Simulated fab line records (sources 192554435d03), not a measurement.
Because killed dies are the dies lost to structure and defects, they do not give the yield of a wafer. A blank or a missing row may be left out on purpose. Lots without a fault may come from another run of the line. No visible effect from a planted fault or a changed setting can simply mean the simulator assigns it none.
fab line records ; flow n5Finfet ; part 1 of 2: steps 1 to 4 of 6
[record] lots = 22; wafers = 66; lastDay = 18
route steps=1938 shown BEOL_M8@1365 BEOL_M10@1487
lots that met no fault: taken from a fault-free run of the same line
startH: hours from the record's opening day to when the first of the lot's shown wafers began ; waitH: hours since the lot's step before ; " same as the row above ; L1.1+2: a row that stands for several wafers ; - no value, or no start was given ; * or withheld: withheld ; < > ~ a bound
route shown NAME@n: NAME is a module with steps in the file, n the number in the route of the first one ; usual: mean and standard deviation over wafers with no fault ; same: alike in all rows ; chamber/n: place in a boat ; sites: each site's reading ; _std_site: standard deviation of those values ; _edge_site: outer sites' mean less inner sites' ; radiusMm: for every site, how far away it sits from the centre of the wafer ; mask NAME#n: copy n ; behind: the last tool/chamber to shape the wafer ; hold: why the lot was held/for how many hours/how that ended ; device: which transistor (n, p or np) failed to switch ; end of line: tests run on the same wafers once the route is complete ; a step given without rows: its recipe and nothing more ; killed: not the wafer's yield, but the dies lost to structure and defects at the first sort ; map: shows each die of a wafer: x if killed, . if not, _ if none is there
set.NAME: the setting that was run; set.NAME@STEP: the one run at that earlier step ; model.NAME: the simulator's own value behind a step, which no gauge read
one table for each step of the route and one row for each wafer, over a sample of lots
services: from which hour (startH, from the record's first day; less than 0 if before it) a tool's chamber was out of use, for how many hours, and why
[[steps]]
[step N5_BEOL_M8_CD_MEAS_28]
[recipe] targetCdNm = 40; landingEnergyEv = 500; detector = seInlens
[usual] cdNm = 39.92/0.26
lot.wafer;tool;chamber;startH;waitH;cdNm
L074.2;cdSem-03;0;208.71;-;39.85
L074.3;cdSem-03;0;208.71;-;40.47
L074.5;cdSem-03;0;208.71;-;39.65
L075.1;cdSem-02;0;211.97;-;39.96
L075.5;cdSem-02;0;211.97;-;39.92
L075.6;cdSem-02;0;211.97;-;40.08
L076.1;cdSem-01;0;212.14;-;40.27
L076.3;cdSem-01;0;212.14;-;40.04
L076.5;cdSem-01;0;212.14;-;40.34
L077.2;cdSem-02;0;216.34;-;40.20
L077.5;cdSem-02;0;216.34;-;40.05
L077.6;cdSem-02;0;216.34;-;39.87
L078.3;cdSem-03;0;231.39;-;40.26
L078.5;cdSem-03;0;231.39;-;39.80
L078.6;cdSem-03;0;231.39;-;40.32
L079.2;cdSem-02;0;241.45;-;39.95
L079.5;cdSem-02;0;241.45;-;40.13
L079.6;cdSem-02;0;241.45;-;39.87
L081.1;cdSem-03;0;253.91;-;39.80
L081.4;cdSem-03;0;253.91;-;39.62
L081.6;cdSem-03;0;253.91;-;40.16
L082.1;cdSem-03;0;260.96;-;40.17
L082.2;cdSem-03;0;260.96;-;40.49
L082.5;cdSem-03;0;260.96;-;39.51
L083.2;cdSem-03;0;265.98;-;40.17
L083.5;cdSem-03;0;265.98;-;40.03
L083.6;cdSem-03;0;265.98;-;40.27
L085.2;cdSem-01;0;275.28;-;39.43
L085.3;cdSem-01;0;275.28;-;40.12
L085.5;cdSem-01;0;275.28;-;39.78
L084.1;cdSem-03;0;275.39;-;39.12
L084.5;cdSem-03;0;275.39;-;39.65
L084.6;cdSem-03;0;275.39;-;39.46
L086.1;cdSem-03;0;284.92;-;40.15
L086.5;cdSem-03;0;284.92;-;40.30
L086.6;cdSem-03;0;284.92;-;39.68
L087.2;cdSem-03;0;293.30;-;40.13
L087.3;cdSem-03;0;293.30;-;39.95
L087.5;cdSem-03;0;293.30;-;39.76
L089.1;cdSem-03;0;304.33;-;39.93
L089.2;cdSem-03;0;304.33;-;39.99
L089.5;cdSem-03;0;304.33;-;39.79
L091.1;cdSem-02;0;306.18;-;39.65
L091.2;cdSem-02;0;306.18;-;39.62
L091.5;cdSem-02;0;306.18;-;39.82
L090.1;cdSem-03;0;306.54;-;39.74
L090.3;cdSem-03;0;306.54;-;40.05
L090.4;cdSem-03;0;306.54;-;40.12
L088.1;cdSem-01;0;316.29;-;39.20
L088.3;cdSem-01;0;316.29;-;40.02
L088.5;cdSem-01;0;316.29;-;39.88
L092.1;cdSem-03;0;319.22;-;40.07
L092.2;cdSem-03;0;319.22;-;40.01
L092.3;cdSem-03;0;319.22;-;39.89
L094.2;cdSem-02;0;339.93;-;39.48
L094.4;cdSem-02;0;339.93;-;39.94
L094.5;cdSem-02;0;339.93;-;40.23
L093.1;cdSem-01;0;352.06;-;39.92
L093.4;cdSem-01;0;352.06;-;39.92
L093.5;cdSem-01;0;352.06;-;39.65
L096.2;cdSem-02;0;357.79;-;39.67
L096.3;cdSem-02;0;357.79;-;40.05
L096.6;cdSem-02;0;357.79;-;39.70
L097.1;cdSem-03;0;375.54;-;39.69
L097.5;cdSem-03;0;375.54;-;39.87
L097.6;cdSem-03;0;375.54;-;39.55
[step N5_BEOL_M8_CMP_52]
[recipe] stopOn = SiCOH_lowk; tOverpolishS = 6.9; downForcePsi = 1; platenRpm = 50; clearingPlatenDownForcePsi = 1.5; clearingPlatenRpm = 50; postCmpClean = cuAlkaline; targetThkNm = 80; clearingPlatenPadVelocityMS = 0.99484; padVelocityMS = 0.99484
[usual] barrierFieldEndpointS = 29.0/0.84; motorCurrentA = 5.9/0.54; overpolishRunS = 6.901/0.0092; slurryFilterDpKPa = 13.49/0.15; timeToEndpointS = 63/3.5
lot.wafer;tool;chamber;startH;waitH;barrierFieldEndpointS;motorCurrentA;overpolishRunS;slurryFilterDpKPa;timeToEndpointS
L074.2;cmp-02;1;210.96;0.2;28.5;5.9;6.885;13.54;63
L074.3;cmp-02;3;210.96;0.2;28.8;5.5;6.905;13.36;60
L074.5;cmp-02;1;210.96;0.2;29.5;6.1;6.903;13.65;61
L075.1;cmp-02;3;214.36;0.3;29.0;5.5;6.897;13.43;59
L075.5;cmp-02;2;214.36;0.3;29.0;6.2;6.893;13.78;59
L075.6;cmp-02;3;214.36;0.3;28.8;5.7;6.885;13.48;59
L076.1;cmp-04;1;215.72;0.3;29.2;4.8;6.910;13.46;67
L076.3;cmp-04;2;215.72;0.3;29.6;5.6;6.885;13.36;67
L076.5;cmp-04;0;215.72;0.3;30.0;6.3;6.907;13.36;67
L077.2;cmp-04;3;220.82;0.2;29.7;6.7;6.907;13.74;65
L077.5;cmp-04;2;220.82;0.2;30.0;5.3;6.914;13.33;65
L077.6;cmp-04;3;220.82;0.2;28.9;6.9;6.910;13.56;62
L078.3;cmp-02;1;234.82;0.3;29.7;5.8;6.905;13.34;63
L078.6;cmp-02;2;234.82;0.3;29.8;6.5;6.896;13.54;62
L078.5;cmp-02;3;234.82;0.3;28.4;5.3;6.910;13.56;64
L079.2;cmp-04;1;244.07;0.3;29.2;4.9;6.893;13.55;65
L079.6;cmp-04;3;244.07;0.3;29.7;6.5;6.895;13.58;63
L079.5;cmp-04;0;244.07;0.3;30.2;6.2;6.899;13.45;67
L081.4;cmp-01;1;256.52;0.1;29.8;5.4;6.902;13.35;66
L081.1;cmp-01;3;256.52;0.1;30.7;6.7;6.908;13.34;71
L081.6;cmp-01;1;256.52;0.1;29.5;5.3;6.900;13.37;63
L082.1;cmp-02;1;263.20;0.3;29.6;6.1;6.897;13.41;67
L082.2;cmp-02;2;263.20;0.3;28.8;6.3;6.908;13.59;62
L082.5;cmp-02;1;263.20;0.3;30.1;5.8;6.903;13.72;67
L083.2;cmp-04;1;268.82;0.3;28.4;5.1;6.888;13.41;64
L083.6;cmp-04;3;268.82;0.3;28.9;6.5;6.909;13.53;64
L083.5;cmp-04;0;268.82;0.3;28.8;5.8;6.909;13.32;66
L085.2;cmp-01;1;277.71;0.2;29.2;5.6;6.896;13.58;63
L085.3;cmp-01;0;277.71;0.2;28.7;6.4;6.905;13.72;62
L085.5;cmp-01;1;277.71;0.2;29.7;5.2;6.900;13.62;63
L084.1;cmp-04;0;278.71;0.4;29.4;6.0;6.910;13.46;65
L084.5;cmp-04;1;278.71;0.4;29.7;5.4;6.898;13.35;62
L084.6;cmp-04;2;278.71;0.4;29.4;5.8;6.914;13.55;65
L086.1;cmp-01;0;290.24;0.3;29.0;6.3;6.907;13.43;66
L086.5;cmp-01;0;290.24;0.3;29.2;6.0;6.923;13.52;63
L086.6;cmp-01;1;290.24;0.3;28.3;5.3;6.904;13.64;63
L087.3;cmp-02;0;296.48;0.2;27.4;5.3;6.888;13.59;55
L087.2;cmp-02;3;296.48;0.2;26.9;5.5;6.899;13.48;57
L087.5;cmp-02;0;296.48;0.2;27.2;5.6;6.901;13.60;57
L089.1;cmp-04;0;307.56;0.3;28.4;6.3;6.891;13.59;63
L089.2;cmp-04;3;307.56;0.3;29.0;6.6;6.894;13.46;62
L089.5;cmp-04;0;307.56;0.3;29.2;6.4;6.890;13.30;62
L091.2;cmp-01;1;310.62;0.2;28.4;5.5;6.906;13.35;63
L091.1;cmp-01;2;310.62;0.2;28.9;5.8;6.899;13.58;59
L091.5;cmp-01;1;310.62;0.2;29.8;5.1;6.909;13.88;63
L090.1;cmp-04;2;310.94;0.3;29.7;5.7;6.890;13.23;66
L090.3;cmp-04;3;310.94;0.3;29.1;6.6;6.902;13.36;63
L090.4;cmp-04;1;310.94;0.3;28.8;5.2;6.896;13.89;65
L088.3;cmp-01;3;319.50;0.2;30.7;6.6;6.893;13.61;69
L088.1;cmp-01;2;319.50;0.2;27.8;5.9;6.910;13.28;59
L088.5;cmp-01;3;319.50;0.2;30.3;6.5;6.910;13.28;72
L092.1;cmp-04;0;323.43;0.3;28.4;6.3;6.899;13.33;64
L092.2;cmp-04;1;323.43;0.3;29.6;4.8;6.910;13.55;64
L092.3;cmp-04;2;323.43;0.3;29.3;5.2;6.905;13.29;62
L094.2;cmp-04;2;343.49;0.3;27.7;5.6;6.891;13.34;63
L094.4;cmp-04;3;343.49;0.3;28.2;6.5;6.905;13.33;66
L094.5;cmp-04;0;343.49;0.3;28.9;6.1;6.892;13.62;65
L093.4;cmp-02;2;354.97;0.1;29.0;6.1;6.894;13.62;58
L093.1;cmp-02;1;354.97;0.1;28.8;6.3;6.900;13.58;59
L093.5;cmp-02;2;354.97;0.1;28.3;6.8;6.915;13.35;57
L096.2;cmp-02;1;360.83;0.3;28.2;6.0;6.902;13.48;62
L096.3;cmp-02;2;360.83;0.3;26.8;6.1;6.897;13.24;58
L096.6;cmp-02;3;360.83;0.3;27.4;5.7;6.894;13.30;54
L097.1;cmp-02;0;381.20;0.3;29.4;5.4;6.912;13.65;64
L097.6;cmp-02;2;381.20;0.3;29.2;6.2;6.897;13.38;60
L097.5;cmp-02;3;381.20;0.3;28.4;5.7;6.887;13.57;58
[step N5_BEOL_M10_ETCH_61]
[recipe] chemistry = CF4; target = SiARC; targetDepthA = 390; maskMaterial = CAR-ArF; timeS = 65; ionEnergyEv = 80; pressureMtorr = 40; sourceW = 545; biasW = 36; Ar_flow_sccm = 100; cf4FlowSccm = 100; ends = cleared
[usual] biasW = 36.01/0.11; drypumpMotorCurrentA = 5.7/0.52; etchRfOnTimeS = 64.8/1.6; oesProductAu = 0.70/0.065; rfVppV = 183.9/1.2; showerheadPlenumPTorr = 2.14/0.074; throttleValvePct = 15.52/0.22
lot.wafer;tool;chamber;startH;waitH;biasW;drypumpMotorCurrentA;etchRfOnTimeS;oesProductAu;rfHoursCounterH;rfVppV;showerheadPlenumPTorr;throttleValvePct
L074.2;rieDiel-06;0;223.75;0.0;35.99;5.5;63.2;0.81;21;186.2;2.26;15.38
L074.3;rieDiel-06;1;223.75;0.0;36.13;4.9;65.9;0.67;137;182.8;2.15;15.44
L074.5;rieDiel-06;1;223.75;0.0;36.03;4.9;65.7;0.67;-;185.0;2.15;15.44
L076.1;rieDiel-06;3;229.09;0.0;36.04;5.3;62.6;0.77;33;182.7;2.10;15.20
L076.3;rieDiel-06;0;229.09;0.0;35.93;5.5;63.7;0.80;22;186.2;2.26;15.39
L076.5;rieDiel-06;3;229.09;0.0;35.90;5.3;63.1;0.77;-;184.0;2.10;15.17
L075.1;rieDiel-02;0;229.25;0.0;35.98;5.6;64.9;0.60;204;183.9;2.03;15.70
L075.5;rieDiel-02;0;229.25;0.0;36.02;5.6;65.9;0.61;-;182.9;2.03;15.73
L075.6;rieDiel-02;3;229.25;0.0;36.07;6.5;65.7;0.58;-;182.8;2.04;15.52
L077.2;rieDiel-02;0;233.88;0.0;35.99;5.6;65.1;0.61;207;183.2;2.03;15.73
L077.5;rieDiel-02;3;233.88;0.0;36.17;6.6;65.2;0.58;-;181.6;2.03;15.51
L077.6;rieDiel-02;0;233.88;0.0;36.00;5.5;64.9;0.61;-;182.7;2.03;15.73
L078.3;rieDiel-01;3;247.98;0.0;36.09;6.1;63.5;0.76;39;183.1;2.11;15.65
L078.5;rieDiel-01;2;247.98;0.0;35.85;5.1;64.6;0.79;-;183.0;2.10;15.13
L078.6;rieDiel-01;3;247.98;0.0;36.00;6.1;63.9;0.74;-;182.7;2.11;15.65
L079.2;rieDiel-02;0;255.27;0.0;36.04;5.6;65.5;0.60;215;183.1;2.03;15.74
L079.5;rieDiel-02;3;255.27;0.0;36.03;6.5;65.2;0.57;-;184.0;2.03;15.53
L079.6;rieDiel-02;2;255.27;0.0;36.00;5.4;65.6;0.76;-;185.9;2.27;15.47
L081.1;rieDiel-01;3;266.95;0.0;35.79;6.1;64.0;0.73;44;182.6;2.11;15.64
L081.4;rieDiel-01;1;266.95;0.0;35.98;6.7;63.6;0.77;37;184.1;2.09;15.64
L081.6;rieDiel-01;3;266.95;0.0;36.07;6.1;63.5;0.75;-;184.0;2.11;15.66
L082.1;rieDiel-01;1;273.18;0.0;35.92;6.7;64.3;0.76;39;182.8;2.09;15.64
L082.2;rieDiel-01;2;273.18;0.0;36.05;5.2;63.5;0.78;32;183.8;2.10;15.13
L082.5;rieDiel-01;2;273.18;0.0;35.92;5.1;65.1;0.77;-;184.4;2.10;15.14
L083.2;rieDiel-02;0;281.79;0.0;35.87;5.6;64.9;0.60;222;182.4;2.03;15.76
L083.5;rieDiel-02;2;281.79;0.0;36.17;5.3;64.7;0.76;-;185.9;2.26;15.50
L083.6;rieDiel-02;0;281.79;0.0;36.00;5.6;65.3;0.60;-;181.6;2.03;15.76
L085.2;rieDiel-02;2;291.28;0.0;35.94;5.4;67.1;0.73;50;185.1;2.26;15.51
L085.3;rieDiel-02;1;291.28;0.0;36.09;5.4;68.7;0.79;11;186.1;2.28;15.35
L085.5;rieDiel-02;1;291.28;0.0;36.05;5.4;68.4;0.78;-;184.9;2.28;15.35
L084.1;rieDiel-01;0;292.46;0.0;35.97;6.0;67.5;0.63;159;184.7;2.14;15.68
L084.5;rieDiel-01;1;292.46;0.0;35.95;6.7;63.5;0.75;-;182.8;2.09;15.65
L084.6;rieDiel-01;2;292.46;0.0;35.95;5.1;64.1;0.77;-;183.4;2.09;15.17
L086.1;rieDiel-06;1;302.17;0.0;36.17;4.9;66.2;0.65;162;184.7;2.14;15.48
L086.5;rieDiel-06;2;302.17;0.0;35.83;5.5;65.5;0.68;-;184.3;2.15;15.87
L086.6;rieDiel-06;3;302.17;0.0;36.03;5.3;63.3;0.73;-;184.5;2.09;15.24
L087.2;rieDiel-06;1;305.88;0.0;35.90;4.9;65.5;0.65;163;184.8;2.14;15.50
L087.3;rieDiel-06;3;305.88;0.0;36.08;5.3;62.7;0.73;59;183.7;2.09;15.23
L087.5;rieDiel-06;2;305.88;0.0;35.87;5.5;65.1;0.69;-;184.3;2.15;15.88
L089.1;rieDiel-06;3;318.01;0.0;35.94;5.3;63.1;0.73;64;183.5;2.09;15.25
L089.2;rieDiel-06;2;318.01;0.0;35.96;5.5;64.6;0.68;103;182.9;2.15;15.87
L089.5;rieDiel-06;2;318.01;0.0;35.84;5.5;65.2;0.68;-;183.5;2.15;15.87
L091.1;rieDiel-06;0;322.41;0.0;36.12;5.5;63.7;0.75;52;185.6;2.25;15.43
L091.2;rieDiel-06;3;322.41;0.0;35.97;5.3;63.0;0.73;66;182.8;2.09;15.25
L091.5;rieDiel-06;3;322.41;0.0;35.99;5.3;62.6;0.73;-;182.9;2.09;15.25
L090.1;rieDiel-06;2;322.70;0.0;36.06;5.5;65.1;0.68;105;184.7;2.14;15.89
L090.3;rieDiel-06;1;322.70;0.0;36.25;4.9;66.3;0.64;169;183.8;2.14;15.50
L090.4;rieDiel-06;0;322.70;0.0;36.10;5.6;63.6;0.75;52;186.9;2.25;15.42
L088.1;rieDiel-06;3;330.74;0.0;35.72;5.3;62.8;0.73;68;183.0;2.09;15.27
L088.3;rieDiel-06;0;330.74;0.0;35.97;5.5;63.4;0.75;53;185.6;2.25;15.43
L088.5;rieDiel-06;3;330.74;0.0;36.06;5.3;62.4;0.74;-;182.8;2.09;15.26
L092.1;rieDiel-01;1;336.43;0.0;35.94;6.7;63.8;0.72;63;184.1;2.08;15.70
L092.2;rieDiel-01;3;336.43;0.0;36.13;6.1;62.7;0.72;70;184.9;2.10;15.69
L092.3;rieDiel-01;2;336.43;0.0;35.92;5.1;63.4;0.74;57;184.7;2.09;15.19
L094.2;rieDiel-06;2;355.77;0.0;36.00;5.5;63.8;0.68;116;183.9;2.14;15.90
L094.4;rieDiel-06;1;355.77;0.0;35.94;4.9;65.6;0.64;180;183.3;2.14;15.51
L094.5;rieDiel-06;3;355.77;0.0;36.27;5.2;62.5;0.72;-;183.1;2.08;15.27
L093.1;rieDiel-01;1;367.19;0.0;35.89;6.7;65.2;0.70;73;181.9;2.08;15.70
L093.4;rieDiel-01;2;367.19;0.0;36.11;5.1;64.4;0.73;67;184.5;2.08;15.22
L093.5;rieDiel-01;0;367.19;0.0;36.15;6.0;68.8;0.60;-;183.7;2.13;15.73
L096.2;rieDiel-01;3;370.21;0.0;36.15;6.1;63.8;0.71;81;182.6;2.09;15.71
L096.3;rieDiel-01;2;370.21;0.0;35.94;5.2;64.9;0.72;68;181.8;2.08;15.22
L096.6;rieDiel-01;3;370.21;0.0;36.17;6.1;63.9;0.71;-;183.1;2.09;15.73
L097.1;rieDiel-02;2;391.46;0.0;35.90;5.4;65.9;0.70;88;183.7;2.25;15.56
L097.5;rieDiel-02;2;391.46;0.0;36.04;5.5;65.9;0.70;-;184.0;2.25;15.57
L097.6;rieDiel-02;3;391.46;0.0;36.15;6.5;63.2;0.79;-;184.2;2.27;15.11
[step N5_BEOL_M10_HM_OPEN_17]
[recipe] chemistry = Cl2/BCl3; targetDepthA = 200; overetchA = 60; target = TiN; maskMaterial = SOC; ionEnergyEv = 150; pressureMtorr = 10; icpW = 1000; biasW = 126; Cl2_flow_sccm = 53.25; bcl3FlowSccm = 21.75; Ar_flow_sccm = 25
[usual] biasW = 125.9/0.34; drypumpMotorCurrentA = 5.8/0.36; oesProductAu = 0.68/0.081; throttleValvePct = 22.17/0.17
lot.wafer;tool;chamber;startH;waitH;biasW;drypumpMotorCurrentA;oesProductAu;rfHoursCounterH;throttleValvePct
L074.2;rieMetal-03;0;223.98;0.0;126.4;6.2;0.67;42;22.27
L074.3;rieMetal-03;1;223.98;0.0;125.7;5.7;0.80;-;22.23
L074.5;rieMetal-03;1;223.98;0.0;125.9;5.7;0.81;-;22.24
L076.1;rieMetal-01;1;229.33;0.0;125.5;6.3;0.55;104;22.08
L076.3;rieMetal-01;1;229.33;0.0;125.9;6.3;0.56;-;22.05
L076.5;rieMetal-01;1;229.33;0.0;125.9;6.3;0.56;-;22.05
L075.1;rieMetal-02;0;229.49;0.0;126.5;5.8;0.58;84;21.97
L075.5;rieMetal-02;0;229.49;0.0;126.4;5.8;0.59;-;21.98
L075.6;rieMetal-02;1;229.49;0.0;125.6;5.3;0.71;-;22.36
L077.2;rieMetal-02;0;234.12;0.0;126.0;5.8;0.58;85;21.98
L077.5;rieMetal-02;1;234.12;0.0;125.3;5.3;0.71;-;22.37
L077.6;rieMetal-02;0;234.12;0.0;125.8;5.8;0.59;-;21.98
L078.3;rieMetal-02;0;248.26;0.1;125.5;5.8;0.59;-;21.96
L078.5;rieMetal-02;0;248.26;0.1;125.8;5.8;0.58;-;21.99
L078.6;rieMetal-02;1;248.26;0.1;125.7;5.3;0.69;-;22.37
L079.2;rieMetal-03;0;255.51;0.0;125.6;6.2;0.65;45;22.27
L079.5;rieMetal-03;0;255.51;0.0;125.7;6.2;0.65;-;22.27
L079.6;rieMetal-03;1;255.51;0.0;126.5;5.7;0.78;-;22.25
L081.1;rieMetal-03;1;267.19;0.0;125.8;5.8;0.76;11;22.25
L081.4;rieMetal-03;1;267.19;0.0;125.8;5.8;0.76;-;22.26
L081.6;rieMetal-03;1;267.19;0.0;125.7;5.8;0.77;-;22.26
L082.1;rieMetal-03;1;273.41;0.0;125.6;5.7;0.77;12;22.26
L082.2;rieMetal-03;1;273.41;0.0;126.1;5.7;0.76;-;22.25
L082.5;rieMetal-03;1;273.41;0.0;125.8;5.7;0.76;-;22.28
L083.2;rieMetal-02;1;282.03;0.0;126.8;5.3;0.69;24;22.40
L083.5;rieMetal-02;1;282.03;0.0;125.6;5.2;0.70;-;22.37
L083.6;rieMetal-02;0;282.03;0.0;126.2;5.8;0.58;-;21.99
L085.2;rieMetal-03;1;291.55;0.1;125.6;5.7;0.76;-;22.23
L085.3;rieMetal-03;1;291.55;0.1;126.3;5.8;0.76;-;22.25
L085.5;rieMetal-03;1;291.55;0.1;125.8;5.7;0.76;-;22.25
L084.1;rieMetal-02;1;292.70;0.0;125.3;5.3;0.69;26;22.38
L084.5;rieMetal-02;0;292.70;0.0;125.9;5.8;0.58;-;21.98
L084.6;rieMetal-02;1;292.70;0.0;125.9;5.3;0.69;-;22.39
L086.1;rieMetal-01;0;302.45;0.1;126.2;5.3;0.77;6;21.88
L086.5;rieMetal-01;0;302.45;0.1;125.8;5.3;0.77;-;21.88
L086.6;rieMetal-01;1;302.45;0.1;125.6;6.3;0.55;-;22.08
L087.2;rieMetal-03;0;306.12;0.0;126.4;6.1;0.64;47;22.29
L087.3;rieMetal-03;1;306.12;0.0;126.1;5.8;0.75;-;22.25
L087.5;rieMetal-03;0;306.12;0.0;126.2;6.1;0.65;-;22.28
L089.1;rieMetal-02;0;318.25;0.0;125.8;5.8;0.57;91;21.99
L089.2;rieMetal-02;1;318.25;0.0;126.3;5.2;0.70;26;22.38
L089.5;rieMetal-02;1;318.25;0.0;125.8;5.2;0.69;-;22.39
L091.1;rieMetal-03;0;322.65;0.0;126.1;6.2;0.63;49;22.32
L091.2;rieMetal-03;1;322.65;0.0;125.1;5.7;0.74;19;22.27
L091.5;rieMetal-03;1;322.65;0.0;125.4;5.7;0.73;-;22.29
L090.1;rieMetal-01;0;322.94;0.0;125.8;5.3;0.75;9;21.89
L090.3;rieMetal-01;1;322.94;0.0;126.2;6.3;0.55;-;22.07
L090.4;rieMetal-01;0;322.94;0.0;126.1;5.3;0.76;-;21.89
L088.1;rieMetal-01;0;330.97;0.0;124.9;5.4;0.75;9;21.89
L088.3;rieMetal-01;1;330.97;0.0;125.3;6.3;0.54;-;22.10
L088.5;rieMetal-01;0;330.97;0.0;125.5;5.3;0.75;-;21.88
L092.1;rieMetal-01;0;336.66;0.0;126.1;5.3;0.76;10;21.90
L092.2;rieMetal-01;0;336.66;0.0;126.4;5.3;0.75;-;21.88
L092.3;rieMetal-01;0;336.66;0.0;126.1;5.3;0.75;-;21.89
L094.2;rieMetal-03;0;356.00;0.0;126.5;6.2;0.63;52;22.33
L094.4;rieMetal-03;0;356.00;0.0;126.3;6.2;0.63;-;22.27
L094.5;rieMetal-03;0;356.00;0.0;126.1;6.2;0.63;-;22.30
L093.1;rieMetal-03;1;367.43;0.0;126.1;5.7;0.72;23;22.29
L093.4;rieMetal-03;1;367.43;0.0;125.9;5.7;0.73;-;22.27
L093.5;rieMetal-03;0;367.43;0.0;126.0;6.2;0.63;-;22.30
L096.2;rieMetal-02;1;370.45;0.0;125.9;5.2;0.68;30;22.38
L096.3;rieMetal-02;0;370.45;0.0;126.1;5.8;0.58;-;21.98
L096.6;rieMetal-02;1;370.45;0.0;126.0;5.3;0.69;-;22.38
L097.1;rieMetal-03;1;391.70;0.0;125.7;5.7;0.72;25;22.28
L097.5;rieMetal-03;0;391.70;0.0;125.4;6.2;0.62;-;22.32
L097.6;rieMetal-03;1;391.70;0.0;125.7;5.8;0.71;-;22.29
